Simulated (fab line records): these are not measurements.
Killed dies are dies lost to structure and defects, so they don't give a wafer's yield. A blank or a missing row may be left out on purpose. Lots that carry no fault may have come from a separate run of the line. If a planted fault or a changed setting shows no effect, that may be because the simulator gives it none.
fab line records -- flow n5_finfet
record lots=7, wafers=39
route steps=1938 shown BEOL_M11@1575 BEOL_M14@1763 PASSIVATION@1916
start_h: hours from the record's opening day to when the first of the lot's shown wafers began -- wait_h: hours from the lot's prior step to this one -- " identical to the entry in the row above -- L1.1+2: several wafers, shown together as one row -- - no value, or no start was given -- * or withheld: withheld -- < > ~ a bound
route shown NAME@n: a module of which the file shows steps, and the number in the route of the first -- usual: mean/standard deviation of fault-free wafers -- same: alike in all rows -- chamber/n: place in a boat -- sites: readings site by site -- _std_site: standard deviation across them -- _edge_site: inner sites' mean taken away from outer sites' mean -- radius_mm: for every site, how far away it sits from the centre of the wafer -- mask NAME#n: copy n -- behind: the most recent tool/chamber to have shaped the wafer -- hold: reason for holding the lot/hours on hold/outcome of the hold -- device: the transistor (n, p or np) that didn't switch -- end of line: the same wafers' tests at the end of the route -- for a step that has no rows: nothing shown but its recipe -- killed: dies lost to structure and defects at the first sort, not the wafer's yield -- map: per-die view of a wafer (x killed, . not killed, _ where there is no die)
set.NAME: the run value of the setting; set.NAME@STEP: its run value at that earlier step -- model.NAME: the simulator's own value behind a step, which no gauge read
one table per step and one row per wafer, for lots whose settings were changed on purpose
## steps
# step N5_BEOL_M11_VIA_ETCH_34
# recipe chemistry=C4F6/O2, target=SiCOH_lowk, target_depth_a=1845, mask_material=SOC, taper_deg=4, time_s=69.2, ion_energy_ev=250, pressure_mtorr=30, source_w=345, bias_w=185, Ar_flow_sccm=300, C4F6_flow_sccm=10, O2_flow_sccm=10
lot.wafer,tool,chamber,start_h,wait_h,set.target_depth_a,model.etch.depth_nm,model.SOC_of_BEOL_M11_COAT_63.thk_nm
L078.1,rie_diel-04,3,270.05,0.0,2433,239.6,89.4
L078.2,rie_diel-04,1,270.05,0.0,2433,241.9,89.4
L078.3,rie_diel-04,0,270.05,0.0,1845,188.2,92.2
L078.4,rie_diel-04,2,270.05,0.0,1845,189.9,91.8
L078.5,rie_diel-04,2,270.05,0.0,1845,190.9,91.6
L078.6,rie_diel-04,3,270.05,0.0,2433,238.6,89.4
L083.1,rie_diel-06,3,293.95,0.0,1845,180.9,92.2
L083.2,rie_diel-06,2,293.95,0.0,1845,186.3,92
L083.3,rie_diel-06,0,293.95,0.0,1845,182.7,92.2
L083.4,rie_diel-06,1,293.95,0.0,1845,188.6,91.8
L083.5,rie_diel-06,1,293.95,0.0,1845,188.1,91.8
L083.6,rie_diel-06,2,293.95,0.0,1845,185.8,92.2
L086.1,rie_diel-04,1,306.64,0.0,1845,181.2,92.6
L086.2,rie_diel-04,0,306.64,0.0,1845,187.6,92.2
L086.3,rie_diel-04,2,306.64,0.0,1845,188.2,92.2
L086.4,rie_diel-04,3,306.64,0.0,1845,181.2,92.2
L086.5,rie_diel-04,2,306.64,0.0,1845,186.1,92
L086.6,rie_diel-04,3,306.64,0.0,1845,181.8,92.4
L088.1,rie_diel-04,1,328.88,0.0,2412,236.3,89.6
L088.2,rie_diel-04,2,328.88,0.0,1845,188.6,92
L088.3,rie_diel-04,0,328.88,0.0,2412,246.4,89.6
L088.4,rie_diel-04,2,328.88,0.0,1845,188.9,91.8
L088.5,rie_diel-04,1,328.88,0.0,2412,237.3,89.4
L088.6,rie_diel-04,0,328.88,0.0,1845,187.5,92
L092.1,rie_diel-06,2,331.84,0.0,1845,188.6,91.4
L092.2,rie_diel-06,3,331.84,0.0,1845,193.5,91.4
L092.3,rie_diel-06,0,331.84,0.0,961.3,96.44,95.4
L092.4,rie_diel-06,1,331.84,0.0,961.3,98.78,95.4
L092.5,rie_diel-06,0,331.84,0.0,961.3,96.46,95.8
L092.6,rie_diel-06,3,331.84,0.0,1845,193.1,91.6
L094.2,rie_diel-02,0,354.04,0.0,1845,190.6,91.8
L094.3,rie_diel-02,2,354.04,0.0,1845,191,91.6
L094.6,rie_diel-02,1,354.04,0.0,1845,183,91.4
L096.1,rie_diel-06,2,363.13,0.0,2450,249.3,88.8
L096.2,rie_diel-06,1,363.13,0.0,1845,186.7,91.6
L096.3,rie_diel-06,1,363.13,0.0,2450,248.3,88.4
L096.4,rie_diel-06,2,363.13,0.0,1845,187.4,91.6
L096.5,rie_diel-06,1,363.13,0.0,1845,184,91.4
L096.6,rie_diel-06,2,363.13,0.0,2450,247.8,88.8
# step N5_BEOL_M14_SPUTTER_44
# recipe material=Ta, target_thk_a=150, temp_c=50, bias_v=80, power_w=15000, chamber_pressure_pa=0.07, time_s=24.19
lot.wafer,tool,chamber,start_h,wait_h,set.time_s,model.Ta_of_BEOL_M14_SPUTTER_44.thk_nm
L078.1+3,pvd_sputter-02,-,291.96,0.0,13.02,8
L078.2+5+6,pvd_sputter-02,-,291.96,0.0,24.19,15
L078.4,pvd_sputter-02,-,291.96,0.0,13.02,8.2
L083.1,pvd_sputter-03,-,310.39,0.0,24.19,14.8
L083.2+5,pvd_sputter-03,-,310.39,0.0,24.19,14.6
L083.3,pvd_sputter-03,-,310.39,0.0,18.63,11.4
L083.4+6,pvd_sputter-03,-,310.39,0.0,18.63,11.2
L086.1,pvd_sputter-02,-,322.74,0.0,24.19,15.6
L086.2+6,pvd_sputter-02,-,322.74,0.0,24.19,15.4
L086.3+4+5,pvd_sputter-02,-,322.74,0.0,17.26,11
L088.1,pvd_sputter-03,-,348.10,0.0,12.1,7.2
L088.2+4,pvd_sputter-03,-,348.10,0.0,12.1,7.4
L088.3,pvd_sputter-03,-,348.10,0.0,24.19,14.8
L088.5+6,pvd_sputter-03,-,348.10,0.0,24.19,15
L092.1+5,pvd_sputter-01,-,348.10,0.0,24.19,14.8
L092.2+3+6,pvd_sputter-01,-,348.10,0.0,24.19,15
L092.4,pvd_sputter-01,-,348.10,0.0,24.19,15.2
L094.2+3+6,pvd_sputter-01,-,374.22,0.0,24.19,15
L096.1,pvd_sputter-03,-,384.06,0.0,36.58,22.4
L096.2+3+5,pvd_sputter-03,-,384.06,0.0,24.19,14.8
L096.4+6,pvd_sputter-03,-,384.06,0.0,36.58,22.6
# step N5_BEOL_M14_SPUTTER_45
# recipe material=Cu, target_thk_a=1000, temp_c=-20, bias_v=60, power_w=26000, chamber_pressure_pa=0.13, time_s=16.67
# step N5_BEOL_M14_ECD_47
# recipe material=Cu, target_thk_a=12480
# step N5_BEOL_M14_ANNEAL_48
# recipe temp_c=225, time_s=90, ambient=N2
# step N5_BEOL_M14_CMP_49
# recipe stop_on=SiO2, t_overpolish_s=5.2, down_force_psi=2, platen_rpm=80, clearing_platen_down_force_psi=2, clearing_platen_rpm=80, post_cmp_clean=cu_alkaline, target_thk_nm=560, clearing_platen_pad_velocity_m_s=1.5917, pad_velocity_m_s=1.5917
# usual barrier_field_endpoint_s=11.4/0.3
lot.wafer,tool,chamber,start_h,wait_h,set.time_s@BEOL_M14_SPUTTER_44,barrier_field_endpoint_s
L078.2,cmp-04,2,292.70,0.2,24.19,11.8
L078.4,cmp-04,3,292.70,0.2,13.02,9.2
L078.3,cmp-04,0,292.70,0.2,13.02,9.2
L078.1,cmp-04,1,292.70,0.2,13.02,9.1
L078.6,cmp-04,2,292.70,0.2,24.19,11.3
L078.5,cmp-04,3,292.70,0.2,24.19,12.1
L083.2,cmp-01,2,311.63,0.2,24.19,11.4
L083.3,cmp-01,3,311.63,0.2,18.63,10.3
L083.4,cmp-01,0,311.63,0.2,18.63,10.4
L083.1,cmp-01,1,311.63,0.2,24.19,11.8
L083.6,cmp-01,2,311.63,0.2,18.63,10.3
L083.5,cmp-01,3,311.63,0.2,24.19,11.7
L086.1,cmp-03,2,323.61,0.3,24.19,11.5
L086.3,cmp-03,3,323.61,0.3,17.26,10.2
L086.4,cmp-03,0,323.61,0.3,17.26,10.3
L086.2,cmp-03,1,323.61,0.3,24.19,11.7
L086.5,cmp-03,2,323.61,0.3,17.26,10.0
L086.6,cmp-03,3,323.61,0.3,24.19,11.7
L088.4,cmp-03,1,349.00,0.3,12.1,8.4
L088.2,cmp-03,2,349.00,0.3,12.1,8.0
L088.3,cmp-03,3,349.00,0.3,24.19,11.0
L088.1,cmp-03,0,349.00,0.3,12.1,8.5
L088.6,cmp-03,1,349.00,0.3,24.19,11.2
L088.5,cmp-03,2,349.00,0.3,24.19,11.1
L092.3,cmp-03,0,349.23,0.5,24.19,12.0
L092.2,cmp-03,1,349.23,0.5,24.19,11.8
L092.4,cmp-03,2,349.23,0.5,24.19,11.0
L092.1,cmp-03,3,349.23,0.5,24.19,11.4
L092.6,cmp-03,0,349.23,0.5,24.19,11.9
L092.5,cmp-03,1,349.23,0.5,24.19,11.5
L094.2,cmp-01,1,374.98,0.3,24.19,11.6
L094.3,cmp-01,2,374.98,0.3,24.19,11.6
L094.6,cmp-01,0,374.98,0.3,24.19,11.0
L096.2,cmp-03,2,384.74,0.2,24.19,11.6
L096.1,cmp-03,3,384.74,0.2,36.58,14.4
L096.4,cmp-03,0,384.74,0.2,36.58,15.1
L096.3,cmp-03,1,384.74,0.2,24.19,11.7
L096.5,cmp-03,2,384.74,0.2,24.19,11.4
L096.6,cmp-03,3,384.74,0.2,36.58,14.8
# step N5_PASSIVATION_PECVD_35
# recipe material=SiNx, target_thk_a=7000, temp_c=400, precursor=SiH4/NH3/N2, pressure_torr=4.9, rf_w=1406, time_s=151.3
lot.wafer,tool,chamber,start_h,wait_h,set.time_s,model.SiNx_of_PASSIVATION_PECVD_35.thk_nm
L078.1,pecvd-01,1,306.45,0.1,151.3,689.6
L078.2,pecvd-01,0,306.45,0.1,151.3,678.8
L078.3,pecvd-01,2,306.45,0.1,151.3,694.8
L078.4,pecvd-01,1,306.45,0.1,151.3,715
L078.5,pecvd-01,2,306.45,0.1,151.3,701.4
L078.6,pecvd-01,0,306.45,0.1,151.3,692.2
L083.1,pecvd-04,2,328.07,0.1,199.6,921
L083.2,pecvd-04,1,328.07,0.1,199.6,929.4
L083.3,pecvd-04,0,328.07,0.1,199.6,916.6
L083.4,pecvd-04,0,328.07,0.1,151.3,705.4
L083.5,pecvd-04,1,328.07,0.1,151.3,719.2
L083.6,pecvd-04,2,328.07,0.1,151.3,714
L086.1,pecvd-02,2,343.14,0.1,196.5,894.6
L086.2,pecvd-02,1,343.14,0.1,196.5,901.4
L086.3,pecvd-02,0,343.14,0.1,151.3,704.4
L086.4,pecvd-02,1,343.14,0.1,196.5,919.2
L086.5,pecvd-02,2,343.14,0.1,151.3,702
L086.6,pecvd-02,0,343.14,0.1,151.3,702.6
L088.1,pecvd-02,0,366.45,0.1,151.3,689.2
L088.2,pecvd-02,1,366.45,0.1,151.3,700.4
L088.3,pecvd-02,2,366.45,0.1,151.3,695.8
L088.4,pecvd-02,0,366.45,0.1,151.3,701
L088.5,pecvd-02,2,366.45,0.1,151.3,699.2
L088.6,pecvd-02,1,366.45,0.1,151.3,714
L092.1,pecvd-01,1,366.82,0.1,151.3,700.4
L092.2,pecvd-01,0,366.82,0.1,151.3,678.2
L092.3,pecvd-01,1,366.82,0.1,124.2,575.6
L092.4,pecvd-01,0,366.82,0.1,124.2,573.4
L092.5,pecvd-01,1,366.82,0.1,151.3,699.6
L092.6,pecvd-01,0,366.82,0.1,124.2,567.2
L094.2+3,pecvd-04,"0,1",389.02,0.1,151.3,685.6
L094.6,pecvd-04,0,389.02,0.1,151.3,692.6
L096.1,pecvd-04,1,403.44,0.1,151.3,695.2
L096.2,pecvd-04,0,403.44,0.1,151.3,691.8
L096.3,pecvd-04,2,403.44,0.1,151.3,698.6
L096.4+5,pecvd-04,"1,2",403.44,0.1,151.3,711.4
L096.6,pecvd-04,0,403.44,0.1,151.3,706.6
## key
split step=N5_BEOL_M11_VIA_ETCH_34, setting=target_depth_a, stated=1845, by=wafer
response step=N5_BEOL_M11_VIA_ETCH_34, reading=model.etch.depth_nm, change=+1.83, per=1%, r=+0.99
response step=N5_BEOL_M11_VIA_ETCH_34, reading=model.SOC_of_BEOL_M11_COAT_63.thk_nm, change=-0.0828, per=1%, r=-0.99
split step=N5_BEOL_M14_SPUTTER_44, setting=time_s, stated=24.19, by=wafer
response step=N5_BEOL_M14_SPUTTER_44, reading=model.Ta_of_BEOL_M14_SPUTTER_44.thk_nm, change=+0.151, per=1%, r=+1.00
response step=N5_BEOL_M14_CMP_49, reading=barrier_field_endpoint_s, change=+0.0573, per=1%, r=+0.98
split step=N5_PASSIVATION_PECVD_35, setting=time_s, stated=151.3, by=wafer
response step=N5_PASSIVATION_PECVD_35, reading=model.SiNx_of_PASSIVATION_PECVD_35.thk_nm, change=+6.67, per=1%, r=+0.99
